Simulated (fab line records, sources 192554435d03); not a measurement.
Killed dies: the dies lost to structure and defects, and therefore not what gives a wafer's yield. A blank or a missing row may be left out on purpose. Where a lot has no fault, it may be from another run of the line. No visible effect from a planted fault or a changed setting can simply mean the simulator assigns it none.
Split-lot experiment	flow n5-finfet	on a route of 1938 steps: 7 lots, 21 wafers read

ABOUT THE SPLIT
At N5_FIN_CUT_EXPOSE_05 (exposes mask FIN CUT), the setting dose-mj was moved away from the recipe's 45.75 on 7 of the 21 wafers read, by -6.0% to +6.0%. For the rest of the wafers, this setting stayed at what the recipe calls for.

FROM THE SPLIT TO THE READING: what the file shows between them, 4 steps
- N5_FIN_CUT_PEB_06: peb time 60 s
- N5_FIN_CUT_DEVELOP_07: develop time 30 s
- N5_FIN_CUT_DESCUM_13: chemistry O2, time 7 s
- N5_FIN_CUT_ETCH_30: etches underlayer in N2/H2, target depth 13 nm, time 10.4 s

THE READING
FIN_CUT.cd-offset-nm (the simulator's own value, which no gauge read), in nm, at N5_FIN_CUT_ETCH_20 (etches SiARC in CF4, target depth 26 nm, time 43.3 s). The file does not state a usual value for it. Here, 14 wafers ran the recipe; their average is -0.1 nm with a standard deviation of 0.16 nm.

wafer	tool, chamber at the split	dose-mj as run	against the recipe	FIN_CUT.cd-offset-nm, nm	against lot-mates on the recipe
L076.1	euv-scanner-01, 0	48.49	+6.0%	0.8	+1.2
L076.5	euv-scanner-01, 0	48.49	+6.0%	0.8	+1.2
L076.4	euv-scanner-01, 0	45.75	recipe	-0.4	-
L079.3	euv-scanner-02, 0	44.41	-2.9%	-0.4	-0.3
L079.4	euv-scanner-02, 0	45.75	recipe	0	-
L079.6	euv-scanner-02, 0	45.75	recipe	-0.2	-
L080.4	euv-scanner-02, 0	45.75	recipe	0	-
L080.5	euv-scanner-02, 0	45.75	recipe	0.2	-
L080.6	euv-scanner-02, 0	45.75	recipe	-0.2	-
L084.1	euv-scanner-02, 0	45.75	recipe	0	-
L084.4	euv-scanner-02, 0	45.75	recipe	-0.2	-
L084.5	euv-scanner-02, 0	45.75	recipe	-0.2	-
L090.1	euv-scanner-01, 0	45.75	recipe	0	-
L090.2	euv-scanner-01, 0	45.75	recipe	0	-
L090.4	euv-scanner-01, 0	45.75	recipe	0.2	-
L095.1	euv-scanner-01, 0	44.08	-3.7%	-0.4	-0.4
L095.2	euv-scanner-01, 0	44.08	-3.7%	-0.6	-0.6
L095.4	euv-scanner-01, 0	45.75	recipe	0	-
L097.1	euv-scanner-02, 0	45.75	recipe	0	-
L097.5	euv-scanner-02, 0	43.01	-6.0%	-1	-1.0
L097.6	euv-scanner-02, 0	43.01	-6.0%	-1	-1.0

THE FIT
A straight line over all 21 wafers: FIN_CUT.cd-offset-nm changes by +0.145 nm for each +1% of dose-mj; r = +0.95; the points scatter about the line by 0.15 nm.
The same after taking each lot's own level away (the mean of its wafers on the recipe; 21 wafers): +0.175 nm for each +1%; r = +0.98; scatter 0.12 nm.
That fit puts the effect of the largest move of dose-mj on the reading at 1 nm.
Measured against the standard deviation above, the lots' own levels, which go from -0.40 to 0.07 nm, span 2.9 times it.
So the slope is not independent of the lot-to-lot level: the two fits are not the same.
Check: for one of the wafers moved furthest among these (+6.0%), held out of the fit, the line's prediction against its lot-mates is +1.05 nm. It came out at +1.2 nm against them.

THESE WAFERS: OTHER SPLITS
Before the reading, these wafers also passed through other splits. Each is held against what the fit with the lots' levels taken away leaves over:
other split on the same wafers	wafers away from the commonest value	r with FIN_CUT.cd-offset-nm (lot level and that fit taken away)
N5_WELL_APT_COAT_02 spin-rpm	10	-0.08
N5_WELL_APT_EXPOSE_05 dose-mj	6	+0.09
N5_WELL_APT_COAT_19 spin-rpm	6	-0.15
N5_FIN_SAQP_EXPOSE_13 dose-mj	7	-0.07
N5_FIN_SAQP_DEVELOP_15 develop-time-s	7	+0.03

THE WHOLE CHAIN: every reading that the file lists as answering this split, in the file's order
step	what it does	reading	change (the file's fit)	r (the file's)
N5_FIN_CUT_ETCH_30	etches underlayer in N2/H2, target depth 13 nm, time 10.4 s	FIN_CUT.cd-offset-nm (the simulator's own value, which no gauge read)	+0.176 nm for each +1% of the setting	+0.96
N5_FIN_CUT_ETCH_20	etches SiARC in CF4, target depth 26 nm, time 43.3 s	FIN_CUT.cd-offset-nm (the simulator's own value, which no gauge read)	+0.17 nm for each +1% of the setting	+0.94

FILE'S OWN FIT
FIN_CUT.cd-offset-nm changes by +0.17 nm for each +1% of dose-mj, r = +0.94.
